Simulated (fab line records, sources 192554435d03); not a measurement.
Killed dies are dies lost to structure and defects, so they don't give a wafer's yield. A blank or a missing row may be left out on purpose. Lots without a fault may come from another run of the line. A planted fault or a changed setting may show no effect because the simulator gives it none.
Problem report in the 8D (eight disciplines) form, filled by code | flow n5_finfet | the parts of the form that need people (team, actions taken, sign-off) are left out

1. THE PROBLEM
spin_speed_rpm at N5_BEOL_M5_COAT_59 reads a mean of 1320.8 rpm on 6 wafers of 2 lots; wafers without a fault read 1499.9 rpm with a standard deviation of 0.87. That is -99 or more standard deviations from the usual mean.
The step: time 60 s, resist thk 60 nm.
First seen on wafer L526.2, day 13 08:35, on litho_track-02. The record holds 12 wafers of 4 lots with a number at this step. Rule for "out", or "out of limits": more than 4 standard deviations from the usual mean. The other wafers with a number count as sound.

2. WHAT IT IS AND WHAT IT IS NOT
question                    | is                     | is not
which readings at this step | spin_speed_rpm         | plate_temp_C
which lots                  | L526, L528             | L517, L527
which wafers of those lots  | all that have a number | -
read on which tools         | litho_track-02         | litho_track-01
when                        | from day 13 08:35      | up to then (3 sound wafers); but 3 sound wafers of L527 came after

3. SUSPECTS, AND WHAT RULES EACH OUT
Counting: a tool at a process step up to the reading stays a suspect if it ran every lot that is out and no sound lot after the first of them.
- litho_track-02 at N5_BEOL_M5_COAT_59 (time 60 s, resist thk 60 nm): kept. It ran every lot that is out, first L526 (day 13 08:35), and no sound lot after that; its last sound lot up to then is L517 (day 11 09:01). Its own readings are out on those wafers: spin_speed_rpm.
Left after counting: litho_track-02 at N5_BEOL_M5_COAT_59.

4. THE CAUSE (what the simulator had put in)
Process parameter drift: litho_track-02, from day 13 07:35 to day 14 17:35, at N5_BEOL_M5_COAT_59. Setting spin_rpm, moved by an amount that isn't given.
Counting left only this tool.

5. THE CHAIN OF EFFECTS, in route order
Each row: a reading whose mean over the struck wafers that have a number lies more than 3 standard deviations from the usual. Only readings for which the record gives a usual standard deviation are gone through. hours: the time from each lot's start at the first step in this table that gives one to its start at this step, as a median over the lots. sigmas: the change in usual standard deviations.
hours | step               | reading        | usual      | on struck wafers | change | sigmas
0     | N5_BEOL_M5_COAT_59 | spin_speed_rpm | 1499.9 rpm | 1320.8           | -179.2 | -99 or more
The process steps in it:
- N5_BEOL_M5_COAT_59: time 60 s, resist thk 60 nm.

6. WHAT WOULD HAVE CAUGHT IT SOONER
In this record the first reading out of limits was taken at day 13 08:35, 1 hour after the fault began at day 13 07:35.
